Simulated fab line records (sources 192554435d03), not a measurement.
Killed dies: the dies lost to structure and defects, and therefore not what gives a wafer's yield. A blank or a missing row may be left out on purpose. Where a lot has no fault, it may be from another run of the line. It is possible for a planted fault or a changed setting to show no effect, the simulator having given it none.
Which tool was responsible?	flow n5 finfet	Sampling: 24 lots, 72 wafers, 6 of 1938 route steps

## WHAT THE GAUGES READ, wafer by wafer
The record holds no reading of a measuring or inspecting step that can be judged against a usual standard deviation.

## EACH LOT AND THE TOOL THAT RAN IT (in order: tool; ch and the chambers of the sampled wafers; start)
lot	N5_BEOL_M4_STRIP_97	N5_BEOL_M4_PRE_CLEAN_45	N5_BEOL_M4_SPUTTER_81	N5_BEOL_M4_ANNEAL_82	N5_BEOL_M4_ANNEAL_87	N5_BEOL_M4_ANNEAL_95
L074	rie diel-06 ch 0,1,2, day 7 21:46 or earlier	pvd sputter-03, day 7 21:46	pvd sputter-03, day 7 22:58	pvd sputter-03, day 7 23:03	pvd sputter-03, day 7 23:16	pvd sputter-03, day 8 00:09
L075	rie diel-05 ch 0,1,2, day 8 04:13 or earlier	pvd sputter-02, day 8 04:13	pvd sputter-03, day 8 06:59	pvd sputter-03, day 8 07:04	pvd sputter-03, day 8 07:17	pvd sputter-03, day 8 08:10
L076	rie diel-06 ch 0,1,3, day 8 20:32 or earlier	pvd sputter-03, day 8 20:32	pvd sputter-01, day 8 21:31	pvd sputter-01, day 8 21:35	pvd sputter-01, day 8 21:49	pvd sputter-01, day 8 22:41
L077	rie diel-01 ch 1,2, day 8 20:41 or earlier	pvd sputter-03, day 8 20:41	pvd sputter-03, day 8 21:41	pvd sputter-03, day 8 21:46	pvd sputter-03, day 8 21:59	pvd sputter-03, day 8 22:52
L078	rie diel-01 ch 0,1,2, day 9 02:40 or earlier	pvd sputter-02, day 9 02:40	pvd sputter-02, day 9 03:41	pvd sputter-02, day 9 03:46	pvd sputter-02, day 9 03:59	pvd sputter-02, day 9 04:52
L079	rie diel-05 ch 0,2,3, day 9 03:05 or earlier	pvd sputter-02, day 9 03:05	pvd sputter-03, day 9 04:06	pvd sputter-03, day 9 04:11	pvd sputter-03, day 9 04:24	pvd sputter-03, day 9 05:17
L080	rie diel-06 ch 2,3, day 9 10:23 or earlier	pvd sputter-03, day 9 10:23	pvd sputter-03, day 9 13:02	pvd sputter-03, day 9 13:07	pvd sputter-03, day 9 13:20	pvd sputter-03, day 9 14:13
L081	rie diel-05 ch 1,3, day 9 10:37 or earlier	pvd sputter-03, day 9 10:37	pvd sputter-01, day 9 13:22	pvd sputter-01, day 9 13:26	pvd sputter-01, day 9 13:40	pvd sputter-01, day 9 14:32
L082	rie diel-05 ch 0,2,3, day 9 15:08 or earlier	pvd sputter-01, day 9 15:08	pvd sputter-03, day 9 16:30	pvd sputter-03, day 9 16:35	pvd sputter-03, day 9 16:48	pvd sputter-03, day 9 17:41
L083	rie diel-05 ch 1,3, day 10 04:46 or earlier	pvd sputter-01, day 10 04:46	pvd sputter-01, day 10 06:07	pvd sputter-01, day 10 06:11	pvd sputter-01, day 10 06:25	pvd sputter-01, day 10 07:17
L084	rie diel-05 ch 1,2,3, day 10 20:53 or earlier	pvd sputter-03, day 10 20:53	pvd sputter-01, day 10 21:50	pvd sputter-01, day 10 21:55	pvd sputter-01, day 10 22:08	pvd sputter-01, day 10 23:01
L086	rie diel-06 ch 0,2,3, day 10 20:53 or earlier	pvd sputter-01, day 10 20:53	pvd sputter-02, day 10 21:52	pvd sputter-02, day 10 21:57	pvd sputter-02, day 10 22:10	pvd sputter-02, day 10 23:03
L085	rie diel-06 ch 1,2,3, day 11 01:22 or earlier	pvd sputter-02, day 11 01:22	pvd sputter-03, day 11 02:30	pvd sputter-03, day 11 02:35	pvd sputter-03, day 11 02:48	pvd sputter-03, day 11 03:41
L088	rie diel-05 ch 0,2,3, day 11 04:28 or earlier	pvd sputter-02, day 11 04:28	pvd sputter-01, day 11 06:59	pvd sputter-01, day 11 07:04	pvd sputter-01, day 11 07:17	pvd sputter-01, day 11 08:10
L087	rie diel-05 ch 1,2, day 11 07:56 or earlier	pvd sputter-02, day 11 07:56	pvd sputter-02, day 11 09:14	pvd sputter-02, day 11 09:19	pvd sputter-02, day 11 09:32	pvd sputter-02, day 11 10:25
L089	rie diel-01 ch 1,2,3, day 12 01:10 or earlier	pvd sputter-03, day 12 01:10	pvd sputter-01, day 12 02:12	pvd sputter-01, day 12 02:17	pvd sputter-01, day 12 02:30	pvd sputter-01, day 12 03:23
L090	rie diel-06 ch 1,2,3, day 12 01:33 or earlier	pvd sputter-01, day 12 01:33	pvd sputter-03, day 12 02:50	pvd sputter-03, day 12 02:55	pvd sputter-03, day 12 03:08	pvd sputter-03, day 12 04:01
L092	rie diel-06 ch 0,1,2, day 12 05:32 or earlier	pvd sputter-02, day 12 05:32	pvd sputter-01, day 12 07:05	pvd sputter-01, day 12 07:10	pvd sputter-01, day 12 07:23	pvd sputter-01, day 12 08:16
L091	rie diel-06 ch 1,2,3, day 12 08:14 or earlier	pvd sputter-02, day 12 08:14	pvd sputter-01, day 12 09:13	pvd sputter-01, day 12 09:17	pvd sputter-01, day 12 09:31	pvd sputter-01, day 12 10:23
L094	rie diel-01 ch 0,1,3, day 12 17:47 or earlier	pvd sputter-02, day 12 17:47	pvd sputter-01, day 12 18:50	pvd sputter-01, day 12 18:55	pvd sputter-01, day 12 19:08	pvd sputter-01, day 12 20:01
L093	rie diel-05 ch 0,3, day 12 21:08 or earlier	pvd sputter-01, day 12 21:08	pvd sputter-01, day 12 22:42	pvd sputter-01, day 12 22:47	pvd sputter-01, day 12 23:00	pvd sputter-01, day 12 23:53
L096	rie diel-01 ch 2,3, day 13 10:14 or earlier	pvd sputter-02, day 13 10:14	pvd sputter-01, day 13 11:30	pvd sputter-01, day 13 11:35	pvd sputter-01, day 13 11:48	pvd sputter-01, day 13 12:41
L095	rie diel-05 ch 0,2,3, day 13 10:52 or earlier	pvd sputter-01, day 13 10:52	pvd sputter-03, day 13 11:59	pvd sputter-03, day 13 12:04	pvd sputter-03, day 13 12:17	pvd sputter-03, day 13 13:10
L097	rie diel-01 ch 0,3, day 13 14:14 or earlier	pvd sputter-01, day 13 14:14	pvd sputter-02, day 13 15:43	pvd sputter-02, day 13 15:47	pvd sputter-02, day 13 16:01	pvd sputter-02, day 13 16:53
- N5_BEOL_M4_STRIP_97: strips in N2/H2, time 10 s.
- N5_BEOL_M4_PRE_CLEAN_45: time 30 s.
- N5_BEOL_M4_SPUTTER_81: material Cu, target thk 4.5 nm, time 8.29 s.
- N5_BEOL_M4_ANNEAL_82: time 240 s.
- N5_BEOL_M4_ANNEAL_87: time 240 s.
- N5_BEOL_M4_ANNEAL_95: time 240 s.

## AS READ BY THE TOOLS THEMSELVES (means over the sampled wafers that have a number; for cases with no such wafer, the mark the record gives instead)
N5_BEOL_M4_STRIP_97. Usual: chamber pressure mTorr is 20.001 mTorr with standard deviation 0.018, drypump motor current A is 5.7 A with standard deviation 0.53, oes product au is 0.78 a.u. with standard deviation 0.091, rf vpp V is 59.3 V with standard deviation 0.87, showerhead plenum p Torr is 2.57 Torr with standard deviation 0.077, temp c is 40.00 C with standard deviation 0.1, and throttle valve pct is 23.61 % with standard deviation 0.27.
lot	tool	chamber pressure mTorr (mTorr)	drypump motor current A (A)	oes product au (a.u.)	rf vpp V (V)	showerhead plenum p Torr (Torr)	temp c (C)	throttle valve pct (%)	flag
L074	rie diel-06	20.007	5.6	0.77	59.2	2.54	40.04	23.40	
L075	rie diel-05	19.997	5.8	0.72	59.9	2.60	40.06	23.76	
L076	rie diel-06	20.003	5.3	0.78	59.1	2.52	40.05	23.51	
L077	rie diel-01	20.011	6.0	0.81	59.1	2.59	39.96	23.84	
L078	rie diel-01	20.011	5.8	0.84	58.8	2.53	40.12	23.61	
L079	rie diel-05	20.003	5.8	0.73	59.5	2.60	39.90	23.60	
L080	rie diel-06	20.007	6.1	0.72	59.7	2.55	40.02	23.65	
L081	rie diel-05	20.003	5.7	0.83	59.8	2.67	39.87	23.45	
L082	rie diel-05	19.994	5.8	0.73	60.0	2.60	39.92	23.60	
L083	rie diel-05	19.996	5.7	0.79	59.3	2.67	40.04	23.66	
L084	rie diel-05	19.980	5.5	0.76	59.3	2.65	40.04	23.65	
L086	rie diel-06	20.014	5.8	0.75	58.4	2.53	39.99	23.61	
L085	rie diel-06	19.990	5.9	0.71	58.9	2.55	40.04	23.48	
L088	rie diel-05	20.012	5.8	0.83	59.1	2.59	39.94	23.53	
L087	rie diel-05	20.005	5.6	0.73	59.6	2.64	40.01	23.86	
L089	rie diel-01	20.023	5.8	0.77	60.2	2.57	40.00	23.89	
L090	rie diel-06	20.000	5.9	0.81	58.7	2.54	40.02	23.42	
L092	rie diel-06	20.012	5.6	0.84	59.2	2.53	39.94	23.36	
L091	rie diel-06	19.997	5.9	0.80	58.7	2.54	40.00	23.42	
L094	rie diel-01	19.989	5.5	0.79	59.0	2.50	40.07	23.66	
L093	rie diel-05	19.984	6.0	0.85	58.9	2.60	40.11	23.39	
L096	rie diel-01	19.994	5.8	0.70	58.3	2.61	39.98	24.01	
L095	rie diel-05	20.005	5.8	0.91	60.2	2.58	39.98	23.49	
L097	rie diel-01	19.988	5.2	0.75	58.7	2.48	40.05	23.55	

N5_BEOL_M4_PRE_CLEAN_45. Usual: heater power w 341 W, standard deviation 27; susceptor temp C 249.98 C, standard deviation 0.18.
lot	tool	heater power w (W)	susceptor temp C (C)	flag
L074	pvd sputter-03	342	249.99	
L075	pvd sputter-02	351	250.11	
L076	pvd sputter-03	335	250.06	
L077	pvd sputter-03	300	249.97	
L078	pvd sputter-02	358	250.03	
L079	pvd sputter-02	348	249.90	
L080	pvd sputter-03	318	249.91	
L081	pvd sputter-03	324	250.00	
L082	pvd sputter-01	351	250.08	
L083	pvd sputter-01	349	249.99	
L084	pvd sputter-03	313	249.88	
L086	pvd sputter-01	327	250.00	
L085	pvd sputter-02	346	250.09	
L088	pvd sputter-02	352	250.15	
L087	pvd sputter-02	345	250.19	
L089	pvd sputter-03	312	250.07	
L090	pvd sputter-01	357	250.07	
L092	pvd sputter-02	353	249.92	
L091	pvd sputter-02	351	249.85	
L094	pvd sputter-02	346	249.97	
L093	pvd sputter-01	339	250.01	
L096	pvd sputter-02	349	250.05	
L095	pvd sputter-01	360	249.78	
L097	pvd sputter-01	362	249.96	

N5_BEOL_M4_SPUTTER_81. Usual: chuck sensor temp C -16.0 C, standard deviation 0.32; susceptor temp C -19.99 C, standard deviation 0.11; throttle valve pct 29.7 %, standard deviation 1.3.
lot	tool	chuck sensor temp C (C)	susceptor temp C (C)	throttle valve pct (%)	flag
L074	pvd sputter-03	-15.8	-20.06	29.2	
L075	pvd sputter-03	-15.9	-20.08	29.4	
L076	pvd sputter-01	-16.2	-19.98	28.7	
L077	pvd sputter-03	-16.3	-20.05	28.7	
L078	pvd sputter-02	-16.1	-19.98	30.9	
L079	pvd sputter-03	-16.1	-20.07	29.0	
L080	pvd sputter-03	-16.0	-20.08	29.5	
L081	pvd sputter-01	-16.0	-20.04	30.9	
L082	pvd sputter-03	-15.9	-20.01	29.3	
L083	pvd sputter-01	-16.2	-20.03	30.0	
L084	pvd sputter-01	-16.3	-19.95	28.5	
L086	pvd sputter-02	-16.1	-19.91	31.0	
L085	pvd sputter-03	-15.9	-19.98	29.4	
L088	pvd sputter-01	-16.1	-19.90	29.5	
L087	pvd sputter-02	-16.0	-20.02	31.0	
L089	pvd sputter-01	-16.0	-19.87	29.6	
L090	pvd sputter-03	-16.0	-19.97	29.3	
L092	pvd sputter-01	-16.3	-20.03	29.1	
L091	pvd sputter-01	-15.7	-20.02	31.2	
L094	pvd sputter-01	-15.9	-20.00	30.0	
L093	pvd sputter-01	-15.8	-19.96	31.2	
L096	pvd sputter-01	-15.9	-19.93	30.4	
L095	pvd sputter-03	-15.8	-20.01	29.2	
L097	pvd sputter-02	-16.0	-20.03	31.0	

N5_BEOL_M4_ANNEAL_82. Usual: heater power w 845 W, standard deviation 77; susceptor temp C 399.99 C, standard deviation 0.23.
lot	tool	heater power w (W)	susceptor temp C (C)	flag
L074	pvd sputter-03	837	400.05	
L075	pvd sputter-03	775	399.71	
L076	pvd sputter-01	940	399.75	
L077	pvd sputter-03	759	400.15	
L078	pvd sputter-02	864	399.91	
L079	pvd sputter-03	857	400.09	
L080	pvd sputter-03	784	399.83	
L081	pvd sputter-01	746	400.00	
L082	pvd sputter-03	795	400.06	
L083	pvd sputter-01	803	399.93	
L084	pvd sputter-01	946	399.95	
L086	pvd sputter-02	858	399.94	
L085	pvd sputter-03	835	400.09	
L088	pvd sputter-01	885	399.71	
L087	pvd sputter-02	868	399.95	
L089	pvd sputter-01	893	400.20	
L090	pvd sputter-03	817	400.07	
L092	pvd sputter-01	874	399.93	
L091	pvd sputter-01	777	400.04	
L094	pvd sputter-01	892	399.95	
L093	pvd sputter-01	786	400.12	
L096	pvd sputter-01	832	399.86	
L095	pvd sputter-03	838	399.84	
L097	pvd sputter-02	866	400.03	

N5_BEOL_M4_ANNEAL_87. Usual: heater power w 845 W, standard deviation 80; susceptor temp C 399.97 C, standard deviation 0.22.
lot	tool	heater power w (W)	susceptor temp C (C)	flag
L074	pvd sputter-03	845	400.02	
L075	pvd sputter-03	760	399.84	
L076	pvd sputter-01	950	399.75	
L077	pvd sputter-03	757	399.99	
L078	pvd sputter-02	883	399.83	
L079	pvd sputter-03	857	399.74	
L080	pvd sputter-03	788	399.98	
L081	pvd sputter-01	749	399.73	
L082	pvd sputter-03	790	400.09	
L083	pvd sputter-01	812	399.90	
L084	pvd sputter-01	936	400.03	
L086	pvd sputter-02	874	399.84	
L085	pvd sputter-03	828	400.12	
L088	pvd sputter-01	880	399.92	
L087	pvd sputter-02	899	399.99	
L089	pvd sputter-01	895	399.91	
L090	pvd sputter-03	815	399.95	
L092	pvd sputter-01	865	400.06	
L091	pvd sputter-01	780	399.99	
L094	pvd sputter-01	894	399.95	
L093	pvd sputter-01	775	399.76	
L096	pvd sputter-01	821	399.92	
L095	pvd sputter-03	845	399.95	
L097	pvd sputter-02	865	400.06	

N5_BEOL_M4_ANNEAL_95. Usual: heater power w 843 W, standard deviation 79; susceptor temp C 400.01 C, standard deviation 0.23.
lot	tool	heater power w (W)	susceptor temp C (C)	flag
L074	pvd sputter-03	839	400.08	
L075	pvd sputter-03	761	399.78	
L076	pvd sputter-01	941	399.91	
L077	pvd sputter-03	757	400.00	
L078	pvd sputter-02	878	399.90	
L079	pvd sputter-03	866	400.11	
L080	pvd sputter-03	782	400.05	
L081	pvd sputter-01	755	400.13	
L082	pvd sputter-03	804	399.90	
L083	pvd sputter-01	786	400.11	
L084	pvd sputter-01	929	399.83	
L086	pvd sputter-02	866	399.97	
L085	pvd sputter-03	839	400.04	
L088	pvd sputter-01	873	400.04	
L087	pvd sputter-02	892	400.08	
L089	pvd sputter-01	890	399.95	
L090	pvd sputter-03	805	400.02	
L092	pvd sputter-01	871	400.07	
L091	pvd sputter-01	765	400.06	
L094	pvd sputter-01	906	400.07	
L093	pvd sputter-01	772	399.93	
L096	pvd sputter-01	835	400.15	
L095	pvd sputter-03	841	399.97	
L097	pvd sputter-02	868	399.76	

## THE ANSWER, worked out from the rows above alone
Rule: take the mean of a lot's wafers that have a number; if it is more than 3 standard deviations from the usual mean, the lot is off. A lot without any number at a reading at which 4 lots or more have one is off too. Any other lot the step has rows for is counted as sound. Order of review: gauges by route order, followed by the tools' own readings, for which a lot's mean as printed above is used. The first step at which some lot is off is used, and at that step the reading that is off furthest; a lot without a number counts as furthest.
No lot is off on any of the readings shown, so nothing can be concluded from this.

## WHAT THE SIMULATOR PUT IN
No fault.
